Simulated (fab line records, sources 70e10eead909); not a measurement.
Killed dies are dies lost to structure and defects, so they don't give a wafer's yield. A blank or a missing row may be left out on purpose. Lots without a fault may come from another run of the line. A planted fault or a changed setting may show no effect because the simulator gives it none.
Which tool did it? | flow nand_harc | 6 lots, 18 wafers sampled, at 1 step of a route of 1302

WHAT THE GAUGES READ, wafer by wafer
NHARC_P_STI_INSPECT_25.
lot  | measured     | on                | raw_defect_count
L272 | day 4 10:22  | defect_inspect-02 | 200 219 265
L278 | day 7 06:37  | defect_inspect-01 | 164 170 161
L280 | day 7 21:26  | defect_inspect-02 | 164 221 143
L286 | day 10 02:55 | defect_inspect-02 | 332 340 219
L290 | day 12 02:16 | defect_inspect-01 | 223 197 252
L294 | day 13 15:27 | defect_inspect-01 | 134 101 200

WHICH TOOL RAN EACH LOT (tool, then ch and the chambers of the sampled wafers, then the start)
The record holds no process step before these readings.

THE ANSWER, worked out from the rows above alone
Rule: what is usual is taken from the lots themselves. Put in order of their means at a reading, lots are off if they are a third of the lots or fewer, leave a main group of 4 or more, and stand apart from it by a gap of 3 or more times the standard deviation of the main group's means; of several such gaps the widest counts. A main group whose means are all the same, to the digits that the tables above print for the reading, isn't used. A lot without any number at a reading at which 4 lots or more have one is off too. The other lots that the step has rows for count as sound.
No lot is off at any reading shown: from this, nothing can be told.

WHAT THE SIMULATOR HAD PUT IN
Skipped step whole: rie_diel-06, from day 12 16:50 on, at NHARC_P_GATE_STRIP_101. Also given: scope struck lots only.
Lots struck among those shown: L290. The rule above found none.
